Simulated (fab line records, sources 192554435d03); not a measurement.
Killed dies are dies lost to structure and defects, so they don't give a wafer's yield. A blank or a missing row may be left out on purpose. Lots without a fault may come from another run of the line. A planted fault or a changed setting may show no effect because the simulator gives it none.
fab line records | flow n5_finfet
record lots=24 wafers=72 last_day=19
route steps=1938 shown BEOL_M5@1136
lots that met no fault: from a run of the same line without faults
start_h: hours from the record's first day to the start of the lot's first wafer shown | wait_h: hours since the lot's step before | " the same as in the row above | L1.1+2: a row that stands for several wafers | - no value, or no start given | * or withheld: withheld | < > ~ a bound
route shown NAME@n: a module of which the file shows steps, and the number in the route of the first | usual: mean/standard deviation of fault-free wafers | same: alike in all rows | chamber/n: place in a boat | sites: the reading at each site | _std_site: their standard deviation | _edge_site: outer sites' mean less inner sites' | radius_mm: how far each site lies from the wafer's centre | mask NAME#n: copy n | behind: the tool/chamber that last shaped the wafer | hold: why the lot was held/for how many hours/how that ended | device: the transistor (n, p or np) that didn't switch | end of line: the same wafers' tests at the end of the route | a step without rows: its recipe alone | killed: dies lost to structure and defects at the first sort, not the wafer's yield | map: a wafer's dies, x killed, . not, _ none there
set.NAME: the setting as run; set.NAME@STEP: as run at that earlier step | model.NAME: the simulator's own value behind a step, which no gauge read
steps of the route over a sample of lots; a table a step, a row a wafer
services: from which hour (start_h, from the record's first day; less than 0 if before it) a tool's chamber was out of use, for how many hours, and why
## steps
# step N5_BEOL_M5_HM_OPEN_17
# recipe chemistry=Cl2/BCl3 target_depth_a=200 overetch_a=60 target=TiN mask_material=SOC ion_energy_ev=150 pressure_mtorr=10 icp_w=1000 bias_w=126 Cl2_flow_sccm=53.25 bcl3_flow_sccm=21.75 Ar_flow_sccm=25
# usual drypump_motor_current_A=5.6/0.33 oes_product_au=0.68/0.086 throttle_valve_pct=21.99/0.19
# columns lot.wafer tool chamber start_h wait_h drypump_motor_current_A oes_product_au rf_hours_counter_h throttle_valve_pct
L074.2 rie_metal-03 1 192.16 0.0 5.6 0.65 41 22.00
L074.4 " 1 " " 5.6 0.65 - 22.00
L074.5 " 1 " " 5.6 0.65 - 22.00
L075.1 rie_metal-03 1 195.20 0.0 5.6 0.65 42 22.00
L075.3 " 0 " " 5.7 0.77 - 21.88
L075.5 " 1 " " 5.7 0.65 - 22.00
L078.1 rie_metal-03 0 197.92 0.0 5.6 0.77 12 21.87
L078.2 " 1 " " 5.6 0.65 42 22.00
L078.6 " 1 " " 5.6 0.66 - 22.00
L076.1 rie_metal-01 0 198.01 0.0 5.0 0.49 153 22.47
L076.2 " 0 " " 5.1 0.49 - 22.46
L076.6 " 0 " " 5.0 0.49 - 22.46
L077.2 rie_metal-03 0 204.63 0.0 5.6 0.78 12 21.88
L077.3 " 0 " " 5.6 0.78 - 21.87
L077.4 " 1 " " 5.7 0.66 - 22.00
L081.2 rie_metal-03 1 212.51 0.0 5.7 0.65 43 22.01
L081.3 " 1 " " 5.7 0.65 - 21.99
L081.5 " 0 " " 5.7 0.76 - 21.90
L080.1 rie_metal-02 0 212.53 0.0 6.1 0.73 17 22.02
L080.2 " 1 " " 5.5 0.70 29 21.84
L080.6 " 1 " " 5.5 0.71 - 21.83
L079.3 rie_metal-03 1 219.90 0.1 5.7 0.64 - 22.03
L079.4 " 0 " " 5.6 0.76 - 21.88
L079.6 " 0 " " 5.6 0.76 - 21.89
L083.1 rie_metal-01 0 221.77 0.0 5.0 0.49 156 22.46
L083.2 " 0 " " 5.1 0.49 - 22.47
L083.3 " 0 " " 5.0 0.48 - 22.47
L082.2 rie_metal-01 0 223.01 0.1 5.0 0.49 - 22.46
L082.5 " 0 " " 5.0 0.49 - 22.45
L082.6 " 0 " " 5.0 0.49 - 22.46
L084.1 rie_metal-02 0 242.29 0.0 6.1 0.72 20 22.02
L084.3 " 1 " " 5.5 0.70 - 21.85
L084.6 " 0 " " 6.1 0.72 - 22.01
L085.1 rie_metal-03 1 245.42 0.0 5.7 0.65 45 22.00
L085.2 " 0 " " 5.6 0.77 15 21.88
L085.6 " 1 " " 5.6 0.64 - 22.00
L086.4 rie_metal-02 1 253.78 0.1 5.5 0.69 - 21.85
L086.5 " 1 " " 5.5 0.71 - 21.83
L086.6 " 0 " " 6.1 0.73 - 22.00
L088.2 rie_metal-02 1 257.17 0.0 5.5 0.69 34 21.86
L088.3 " 1 " " 5.5 0.69 - 21.86
L088.6 " 0 " " 6.1 0.72 - 21.99
L092.1 rie_metal-02 0 272.24 0.0 6.1 0.72 23 22.02
L092.4 " 0 " " 6.1 0.72 - 22.03
L092.5 " 0 " " 6.1 0.71 - 22.02
L089.3 rie_metal-03 0 272.57 0.1 5.6 0.76 - 21.92
L089.4 " 1 " " 5.7 0.64 - 22.01
L089.6 " 0 " " 5.6 0.75 - 21.92
L087.1 rie_metal-01 1 272.89 0.0 5.4 0.72 18 21.76
L087.3 " 1 " " 5.4 0.72 - 21.80
L087.5 " 1 " " 5.4 0.72 - 21.79
L090.1 rie_metal-02 1 280.86 0.0 5.5 0.69 35 21.85
L090.4 " 0 " " 6.1 0.71 - 22.01
L090.6 " 1 " " 5.5 0.69 - 21.86
L091.1 rie_metal-03 0 281.31 0.0 5.6 0.75 17 21.89
L091.3 " 0 " " 5.6 0.75 - 21.90
L091.4 " 1 " " 5.6 0.64 - 22.00
L093.1 rie_metal-02 0 286.16 0.0 6.1 0.72 24 22.01
L093.4 " 0 " " 6.1 0.71 - 22.02
L093.5 " 0 " " 6.1 0.72 - 22.02
L094.2 rie_metal-01 0 287.82 0.0 5.0 0.85 1 21.81
L094.5 " 1 " " 5.4 0.72 - 21.79
L094.6 " 0 " " 5.0 0.84 - 21.81
L095.1 rie_metal-02 1 317.38 0.0 5.5 0.69 40 21.86
L095.3 " 1 " " 5.5 0.69 - 21.84
L095.4 " 0 " " 6.1 0.71 - 22.03
L097.1 rie_metal-01 1 326.12 0.0 5.5 0.70 23 21.80
L097.2 " 0 " " 5.0 0.81 4 21.83
L097.5 " 1 " " 5.5 0.70 - 21.80
L096.4 rie_metal-02 0 344.27 0.1 6.1 0.70 - 22.03
L096.5 " 0 " " 6.1 0.70 - 22.03
L096.6 " 1 " " 5.5 0.67 - 21.87
# step N5_BEOL_M5_CD_MEAS_18
# recipe pitch_nm=56 target_cd_nm=28
# usual cd_nm=27.7/0.42
# columns lot.wafer tool chamber start_h wait_h cd_nm
L074.2 cd_sem-03 - 192.35 0.1 27.8
L074.4 " - " " 28.2
L074.5 " - " " 28.4
L075.1 cd_sem-01 - 195.38 0.0 27.1
L075.3 " - " " 27.3
L075.5 " - " " 27.3
L078.1 cd_sem-02 - 198.11 0.0 28.0
L078.2 " - " " 27.5
L078.6 " - " " 27.0
L076.1 cd_sem-03 - 198.28 0.0 28.1
L076.2 " - " " 27.5
L076.6 " - " " 27.9
L077.2 cd_sem-03 - 204.81 0.1 28.2
L077.3 " - " " 27.9
L077.4 " - " " 28.1
L081.2 cd_sem-03 - 212.69 0.1 27.4
L081.3 " - " " 27.5
L081.5 " - " " 27.9
L080.1 cd_sem-02 - 212.71 0.0 27.9
L080.2 " - " " 27.5
L080.6 " - " " 27.6
L079.3 cd_sem-03 - 220.05 0.1 27.2
L079.4 " - " " 28.3
L079.6 " - " " 27.6
L083.1 cd_sem-02 - 222.17 0.0 27.9
L083.2 " - " " 28.0
L083.3 " - " " 27.0
L082.2 cd_sem-03 - 223.33 0.1 27.6
L082.5 " - " " 27.4
L082.6 " - " " 27.5
L084.1 cd_sem-02 - 242.47 0.0 27.5
L084.3 " - " " 27.7
L084.6 " - " " 27.7
L085.1 cd_sem-01 - 245.60 0.0 27.9
L085.2 " - " " 27.8
L085.6 " - " " 27.8
L086.4 cd_sem-02 - 253.94 0.0 27.6
L086.5 " - " " 28.1
L086.6 " - " " 27.9
L088.2 cd_sem-02 - 257.41 0.1 27.1
L088.3 " - " " 28.2
L088.6 " - " " 28.0
L092.1 cd_sem-01 - 272.59 0.0 27.6
L092.4 " - " " 27.8
L092.5 " - " " 27.7
L089.3 cd_sem-03 - 272.72 0.1 27.1
L089.4 " - " " 26.7
L089.6 " - " " 26.7
L087.1 cd_sem-01 - 273.31 0.0 27.8
L087.3 " - " " 27.7
L087.5 " - " " 28.0
L090.1 cd_sem-01 - 281.04 0.0 27.8
L090.4 " - " " 28.1
L090.6 " - " " 27.6
L091.1 cd_sem-02 - 281.49 0.0 28.2
L091.3 " - " " 28.1
L091.4 " - " " 27.6
L093.1 cd_sem-01 - 286.52 0.0 27.5
L093.4 " - " " 27.8
L093.5 " - " " 28.0
L094.2 cd_sem-02 - 288.04 0.1 27.7
L094.5 " - " " 27.7
L094.6 " - " " 27.9
L095.1 cd_sem-03 - 317.56 0.0 27.9
L095.3 " - " " 27.4
L095.4 " - " " 27.7
L097.1 cd_sem-03 - 326.30 0.0 28.1
L097.2 " - " " 27.8
L097.5 " - " " 28.4
L096.4 cd_sem-02 - 344.43 0.1 28.1
L096.5 " - " " 28.6
L096.6 " - " " 28.1
# step N5_BEOL_M5_INSPECT_30
# recipe mode=adi inspect_instrument=brightfield
# usual raw_defect_count=401/100
# columns lot.wafer tool chamber start_h wait_h raw_defect_count
L074.2 defect_inspect-02 - 193.74 0.1 191
L074.4 " - " " 314
L074.5 " - " " 411
L075.1 defect_inspect-02 - 196.44 0.1 229
L075.3 " - " " 319
L075.5 " - " " 265
L076.1 defect_inspect-02 - 199.45 0.1 380
L076.2 " - " " 366
L076.6 " - " " 468
L078.1 defect_inspect-02 - 199.50 0.1 263
L078.2 " - " " 277
L078.6 " - " " 318
L077.2 defect_inspect-01 - 207.04 0.0 469
L077.3 " - " " 419
L077.4 " - " " 417
L081.2 defect_inspect-02 - 213.89 0.0 575
L081.3 " - " " 352
L081.5 " - " " 358
L080.1 defect_inspect-01 - 213.93 0.1 409
L080.2 " - " " 542
L080.6 " - " " 428
L079.3 defect_inspect-01 - 220.68 0.0 247
L079.4 " - " " 294
L079.6 " - " " 353
L083.1 defect_inspect-01 - 223.51 0.1 451
L083.2 " - " " 369
L083.3 " - " " 307
L082.2 defect_inspect-01 - 224.96 0.0 376
L082.5 " - " " 363
L082.6 " - " " 351
L084.1 defect_inspect-02 - 243.06 0.1 568
L084.3 " - " " 546
L084.6 " - " " 639
L085.1 defect_inspect-01 - 248.45 0.1 437
L085.2 " - " " 273
L085.6 " - " " 313
L086.4 defect_inspect-02 - 255.55 0.0 362
L086.5 " - " " 356
L086.6 " - " " 306
L088.2 defect_inspect-02 - 258.61 0.0 359
L088.3 " - " " 414
L088.6 " - " " 409
L092.1 defect_inspect-02 - 273.11 0.1 387
L092.4 " - " " 457
L092.5 " - " " 420
L089.3 defect_inspect-02 - 273.17 0.0 555
L089.4 " - " " 521
L089.6 " - " " 450
L087.1 defect_inspect-02 - 273.98 0.1 310
L087.3 " - " " 373
L087.5 " - " " 382
L090.1 defect_inspect-01 - 281.56 0.1 383
L090.4 " - " " 419
L090.6 " - " " 538
L091.1 defect_inspect-01 - 281.93 0.1 344
L091.3 " - " " 523
L091.4 " - " " 366
L093.1 defect_inspect-01 - 287.85 0.1 354
L093.4 " - " " 442
L093.5 " - " " 344
L094.2 defect_inspect-01 - 288.54 0.0 405
L094.5 " - " " 420
L094.6 " - " " 455
L095.1 defect_inspect-01 - 318.82 0.1 441
L095.3 " - " " 263
L095.4 " - " " 390
L097.1 defect_inspect-02 - 326.70 0.1 361
L097.2 " - " " 248
L097.5 " - " " 373
L096.4 defect_inspect-02 - 346.17 0.0 382
L096.5 " - " " 357
L096.6 " - " " 430
# step N5_BEOL_M5_CD_MEAS_35
# recipe target_cd_nm=28 target_cd_y_nm=24 polarity=opening
# usual cd_nm=27.7/0.45
# columns lot.wafer tool chamber start_h wait_h cd_nm
L074.2 cd_sem-03 - 194.35 0.0 27.7
L074.4 " - " " 28.5
L074.5 " - " " 28.6
L075.1 cd_sem-01 - 197.04 0.0 27.6
L075.3 " - " " 27.2
L075.5 " - " " 27.3
L076.1 cd_sem-03 - 200.06 0.0 28.0
L076.2 " - " " 27.4
L076.6 " - " " 27.6
L078.1 cd_sem-01 - 200.28 0.0 27.5
L078.2 " - " " 27.2
L078.6 " - " " 27.2
L077.2 cd_sem-02 - 207.64 0.0 28.4
L077.3 " - " " 28.2
L077.4 " - " " 28.2
L081.2 cd_sem-02 - 214.74 0.0 28.0
L081.3 " - " " 27.6
L081.5 " - " " 27.7
L080.1 cd_sem-02 - 215.13 0.0 28.2
L080.2 " - " " 26.9
L080.6 " - " " 28.5
L079.3 cd_sem-02 - 221.29 0.0 26.9
L079.4 " - " " 28.0
L079.6 " - " " 27.6
L083.1 cd_sem-03 - 224.11 0.0 27.7
L083.2 " - " " 27.9
L083.3 " - " " 27.3
L082.2 cd_sem-02 - 225.56 0.0 27.7
L082.5 " - " " 27.5
L082.6 " - " " 27.5
L084.1 cd_sem-03 - 243.68 0.0 27.5
L084.3 " - " " 27.7
L084.6 " - " " 28.1
L085.1 cd_sem-01 - 249.05 0.0 27.4
L085.2 " - " " 27.9
L085.6 " - " " 27.8
L086.4 cd_sem-01 - 256.46 0.0 28.1
L086.5 " - " " 27.9
L086.6 " - " " 27.6
L088.2 cd_sem-02 - 259.30 0.0 27.4
L088.3 " - " " 28.0
L088.6 " - " " 28.4
L092.1 cd_sem-01 - 273.90 0.0 27.9
L092.4 " - " " 28.1
L092.5 " - " " 27.6
L089.3 cd_sem-03 - 274.17 0.0 27.0
L089.4 " - " " 26.3
L089.6 " - " " 26.3
L087.1 cd_sem-01 - 274.59 0.0 27.6
L087.3 " - " " 27.8
L087.5 " - " " 27.8
L090.1 cd_sem-03 - 282.22 0.0 28.0
L090.4 " - " " 28.1
L090.6 " - " " 27.8
L091.1 cd_sem-03 - 282.58 0.0 28.1
L091.3 " - " " 28.1
L091.4 " - " " 27.4
L093.1 cd_sem-03 - 288.45 0.0 27.5
L093.4 " - " " 27.8
L093.5 " - " " 27.5
L094.2 cd_sem-02 - 289.15 0.0 27.8
L094.5 " - " " 27.4
L094.6 " - " " 27.8
L095.1 cd_sem-01 - 319.43 0.0 27.4
L095.3 " - " " 27.8
L095.4 " - " " 27.2
L097.1 cd_sem-01 - 327.43 0.0 27.7
L097.2 " - " " 27.8
L097.5 " - " " 28.4
L096.4 cd_sem-03 - 346.80 0.0 28.1
L096.5 " - " " 28.5
L096.6 " - " " 27.9
# step N5_BEOL_M5_CURE_80
# recipe temp_c=370 time_s=120 ambient=DMADMS/He material=SiCOH_lowk
# usual lamp_power_pct=52.31/0.054 wafer_temp_C_max=371.8/0.6
# columns lot.wafer tool chamber start_h wait_h lamp_power_pct wafer_temp_C_max
L074.2 uv_cure-02 0 194.49 0.1 52.32 372.0
L074.4 " 0 " " 52.24 371.3
L074.5 " 0 " " 52.36 371.6
L075.1 uv_cure-03 1 197.36 0.3 52.29 371.8
L075.3 " 1 " " 52.30 371.5
L075.5 " 1 " " 52.34 371.2
L076.1 uv_cure-03 0 200.11 0.0 52.39 372.5
L076.2 " 0 " " 52.40 372.5
L076.6 " 0 " " 52.30 371.4
L078.1 uv_cure-03 1 200.41 0.1 52.42 372.0
L078.2 " 1 " " 52.33 371.6
L078.6 " 1 " " 52.35 371.6
L077.2 uv_cure-03 1 207.92 0.3 52.38 371.4
L077.3 " 1 " " 52.26 371.4
L077.4 " 1 " " 52.31 371.5
L081.2 uv_cure-01 0 214.83 0.1 52.25 373.1
L081.3 " 0 " " 52.31 373.1
L081.5 " 0 " " 52.29 372.6
L080.1 uv_cure-01 2 215.17 0.0 52.35 371.0
L080.2 " 2 " " 52.33 371.7
L080.6 " 2 " " 52.38 371.2
L079.3 uv_cure-03 2 222.04 0.8 52.37 372.7
L079.4 " 2 " " 52.30 372.9
L079.6 " 2 " " 52.29 372.4
L083.1 uv_cure-02 0 224.21 0.1 52.37 372.1
L083.2 " 0 " " 52.26 371.9
L083.3 " 0 " " 52.31 371.7
L082.2 uv_cure-01 2 225.79 0.2 52.39 370.9
L082.5 " 2 " " 52.39 371.4
L082.6 " 2 " " 52.26 371.2
L084.1 uv_cure-01 2 243.72 0.0 52.41 371.5
L084.3 " 2 " " 52.43 372.4
L084.6 " 2 " " 52.40 371.8
L085.1 uv_cure-02 1 249.10 0.0 52.34 372.4
L085.2 " 1 " " 52.42 372.3
L085.6 " 1 " " 52.32 371.8
L086.4 uv_cure-01 1 256.64 0.2 52.28 372.3
L086.5 " 1 " " 52.22 372.3
L086.6 " 1 " " 52.32 371.5
L088.2 uv_cure-02 0 259.53 0.2 52.31 372.7
L088.3 " 0 " " 52.11 371.6
L088.6 " 0 " " 52.22 371.6
L092.1 uv_cure-02 0 273.94 0.0 52.36 371.5
L092.4 " 0 " " 52.26 371.3
L092.5 " 0 " " 52.22 371.6
L089.3 uv_cure-02 0 274.34 0.2 52.29 371.7
L089.4 " 0 " " 52.27 371.2
L089.6 " 0 " " 52.24 371.5
L087.1 uv_cure-03 0 274.63 0.0 52.27 371.7
L087.3 " 0 " " 52.31 371.8
L087.5 " 0 " " 52.34 371.5
L090.1 uv_cure-03 2 282.26 0.0 52.33 372.7
L090.4 " 2 " " 52.39 372.2
L090.6 " 2 " " 52.24 372.5
L091.1 uv_cure-02 0 282.77 0.2 52.30 371.8
L091.3 " 0 " " 52.21 370.9
L091.4 " 0 " " 52.36 371.4
L093.1 uv_cure-02 1 288.56 0.1 52.28 372.1
L093.4 " 1 " " 52.27 371.7
L093.5 " 1 " " 52.32 371.9
L094.2 uv_cure-02 0 289.24 0.1 52.28 371.3
L094.5 " 0 " " 52.31 371.6
L094.6 " 0 " " 52.34 371.7
L095.1 uv_cure-01 1 319.47 0.0 52.38 371.9
L095.3 " 1 " " 52.27 373.1
L095.4 " 1 " " 52.27 371.5
L097.1 uv_cure-01 2 327.47 0.0 52.32 371.3
L097.2 " 2 " " 52.28 371.6
L097.5 " 2 " " 52.27 372.2
L096.4 uv_cure-03 1 346.98 0.2 52.25 372.0
L096.5 " 1 " " 52.35 371.9
L096.6 " 1 " " 52.34 371.5
# step N5_BEOL_M5_PRE_CLEAN_45
# recipe gas=H2/He time_s=30 temp_c=250
# usual heater_power_w=340/46
# columns lot.wafer tool chamber start_h wait_h heater_power_w
L074.2 pvd_sputter-02 - 195.08 0.0 348
L074.4 " - " " 392
L074.5 " - " " 354
L075.1 pvd_sputter-02 - 198.08 0.0 354
L075.3 " - " " 286
L075.5 " - " " 365
L076.1 pvd_sputter-02 - 200.72 0.0 408
L076.2 " - " " 307
L076.6 " - " " 403
L078.1 pvd_sputter-02 - 200.80 0.0 352
L078.2 " - " " 302
L078.6 " - " " 308
L077.2 pvd_sputter-03 - 208.25 0.0 314
L077.3 " - " " 323
L077.4 " - " " 350
L081.2 pvd_sputter-01 - 215.14 0.0 448
L081.3 " - " " 349
L081.5 " - " " 307
L080.1 pvd_sputter-02 - 217.72 0.0 397
L080.2 " - " " 356
L080.6 " - " " 412
L079.3 pvd_sputter-03 - 222.54 0.0 317
L079.4 " - " " 293
L079.6 " - " " 322
L083.1 pvd_sputter-02 - 225.74 0.0 302
L083.2 " - " " 283
L083.3 " - " " 357
L082.2 pvd_sputter-01 - 226.18 0.0 357
L082.5 " - " " 346
L082.6 " - " " 459
L084.1 pvd_sputter-02 - 244.28 0.0 308
L084.3 " - " " 400
L084.6 " - " " 303
L085.1 pvd_sputter-02 - 249.52 0.0 357
L085.2 " - " " 311
L085.6 " - " " 280
L086.4 pvd_sputter-02 - 257.01 0.0 302
L086.5 " - " " 358
L086.6 " - " " 397
L088.2 pvd_sputter-01 - 259.92 0.0 299
L088.3 " - " " 351
L088.6 " - " " 341
L092.1 pvd_sputter-03 - 274.45 0.0 299
L092.4 " - " " 368
L092.5 " - " " 310
L089.3 pvd_sputter-03 - 274.97 0.0 323
L089.4 " - " " 310
L089.6 " - " " 364
L087.1 pvd_sputter-01 - 275.09 0.0 303
L087.3 " - " " 352
L087.5 " - " " 338
L090.1 pvd_sputter-02 - 282.69 0.0 282
L090.4 " - " " 309
L090.6 " - " " 311
L091.1 pvd_sputter-01 - 283.18 0.0 340
L091.3 " - " " 454
L091.4 " - " " 306
L093.1 pvd_sputter-03 - 289.51 0.0 299
L093.4 " - " " 358
L093.5 " - " " 323
L094.2 pvd_sputter-02 - 289.93 0.0 306
L094.5 " - " " 406
L094.6 " - " " 282
L095.1 pvd_sputter-02 - 319.88 0.0 301
L095.3 " - " " 348
L095.4 " - " " 392
L097.1 pvd_sputter-01 - 327.84 0.0 447
L097.2 " - " " 345
L097.5 " - " " 305
L096.4 pvd_sputter-03 - 348.04 0.0 316
L096.5 " - " " 301
L096.6 " - " " 306
## services
# columns tool chamber start_h hours kind
uv_cure-02 - 171.38 2.1 repair
rie_metal-01 - 188.23 0.6 repair
uv_cure-03 - 211.45 2.8 pm
uv_cure-01 - 219.74 6.0 pm
uv_cure-03 - 246.66 0.9 repair
uv_cure-02 - 252.05 1.0 pm
rie_metal-03 - 254.30 4.3 pm
rie_metal-01 0 257.77 - clean
rie_metal-01 0 257.77 20.1 scheduled_down
rie_metal-01 0 257.77 20.1 vent_cycle
rie_metal-01 - 261.70 2.3 repair
uv_cure-02 - 263.66 7.5 pm
rie_metal-01 - 265.24 2.8 pm
uv_cure-01 - 283.32 4.6 repair
uv_cure-03 - 284.76 1.0 pm
rie_metal-01 - 296.78 2.4 repair
## key
fault none
